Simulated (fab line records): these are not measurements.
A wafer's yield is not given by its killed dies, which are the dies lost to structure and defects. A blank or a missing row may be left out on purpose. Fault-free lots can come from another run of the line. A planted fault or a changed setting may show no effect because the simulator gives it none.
8D (eight disciplines) problem report, filled in by code ; flow n5-finfet ; the parts of the form that need people (team, actions taken, sign-off) are left out

## 1. WHAT IS WRONG
Mean of trench-depth-nm at N5_BEOL_M5_OCD_MEAS_38: 119.5 nm over 2 wafers from 1 lot, against 71.6 nm (standard deviation 1.1) on wafers with no fault. That is +44 standard deviations from the usual mean.
Earliest sighting: wafer L468.2 on ocd-01 at day 10 23:56. The record has a number at this step for 27 wafers belonging to 9 lots. Rule for "out", or "out of limits": more than 4 standard deviations from the usual mean. The other wafers with a number count as sound.

## 2. WHAT IT IS AND WHAT IT IS NOT
question;is;is not
which readings at this step;trench-depth-nm;-
which lots;L468;L459, L460, L462, L477, L478, L479, L480, L482
which wafers of those lots;L468.2, L468.6;L468.5
read on which gauges;ocd-01;ocd-02
when;from day 10 23:56;"up to then (10 sound wafers); but 15 sound wafers of L477, L478, L479, L480, L482 came after"

## 3. SUSPECTS, AND WHAT RULES EACH OUT
Counting: if a tool at a process step up to the reading ran every lot that is out, it stays a suspect. Sound lots after the first of them don't rule it out here, since some wafers of a struck lot are sound.
- the gauge at N5_BEOL_M5_OCD_MEAS_38 is ruled out. All the wafers that are out were read on ocd-01, but those of them that N5_BEOL_M5_THK_MEAS_53 has rows for are out there too, on other tools.
- rie-diel-06 at N5_BEOL_M5_TRENCH_ETCH_37 (etches SiCOH lowk in C4F6/O2, target depth 71.652 nm, time 24.7 s): kept. It ran the lot that is out, L468 (day 10 23:47); its last sound lot up to then is L460 (day 9 07:47).
- Within rie-diel-06 at N5_BEOL_M5_TRENCH_ETCH_37: the wafers that are out ran in chambers 0, 1; their sound lot-mates ran in chamber 3.
Remaining after the count: rie-diel-06 at N5_BEOL_M5_TRENCH_ETCH_37.

## 4. THE CAUSE (what the simulator had put in)
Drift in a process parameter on rie-diel-06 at N5_BEOL_M5_TRENCH_ETCH_37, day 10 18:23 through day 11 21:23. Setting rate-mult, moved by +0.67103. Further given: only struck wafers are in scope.
After counting, this tool was the only one left.

## 5. THE EFFECT CHAIN, in route order
Rows list readings where the struck wafers' mean (over those with a number) sits beyond 3 standard deviations from the usual. Scope: only readings with a usual standard deviation given in the record; hours: median across lots of the time from each lot's start at the first step in this table that gives one to its start at this step; sigmas: change in usual standard deviations.
hours;step;reading;usual;on struck wafers;change;sigmas
0;N5_BEOL_M5_TRENCH_ETCH_37;oes-product-au;0.78 a.u.;1.09;+0.31;+3.7
0;N5_BEOL_M5_OCD_MEAS_38;trench-depth-nm;71.6 nm;119.5;+48.0;+44
8;N5_BEOL_M5_THK_MEAS_53;M5_THK;62.6 nm;110.1;+47.5;+32
8;N5_BEOL_M5_RS_MEAS_57;M5_RS;0.387 ohm/sq;0.200;-0.188;-17
106;N5_PASSIVATION_PROBE_49;defect-limited-yield;91.2 %;14.3;-76.9;-51
106;N5_PASSIVATION_PROBE_49;killed_at_M4_up;13;916;+902;+99 or more
106;N5_PASSIVATION_PROBE_49;killed-dies;103;1012;+908;+53
106;N5_PASSIVATION_PROBE_49;killed-on-rim;14;136;+122;+28
106;N5_PASSIVATION_PROBE_49;sort-n-pass;1077;168;-908;-53
106;N5_PASSIVATION_PROBE_49;sort-yield-pct;91.2 %;14.3;-76.9;-51
Its process steps:
- N5_BEOL_M5_TRENCH_ETCH_37: etches SiCOH lowk in C4F6/O2, target depth 71.652 nm, time 24.7 s.
- N5_PASSIVATION_PROBE_49

## 6. HOW IT WOULD HAVE BEEN CAUGHT EARLIER
6 hours passed between the start of the fault at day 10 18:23 and the first reading out of limits at a measuring or inspecting step in this record, taken at day 10 23:56.
The tool's own readings at N5_BEOL_M5_TRENCH_ETCH_37 were out on some of the struck wafers (oes-product-au): an alarm limit on them would have fired on those.
By day 10 23:56 the whole set of lots that are out, 1 in number, had already begun N5_BEOL_M5_TRENCH_ETCH_37 on rie-diel-06. Tool hold at that time: it would have spared none of them.
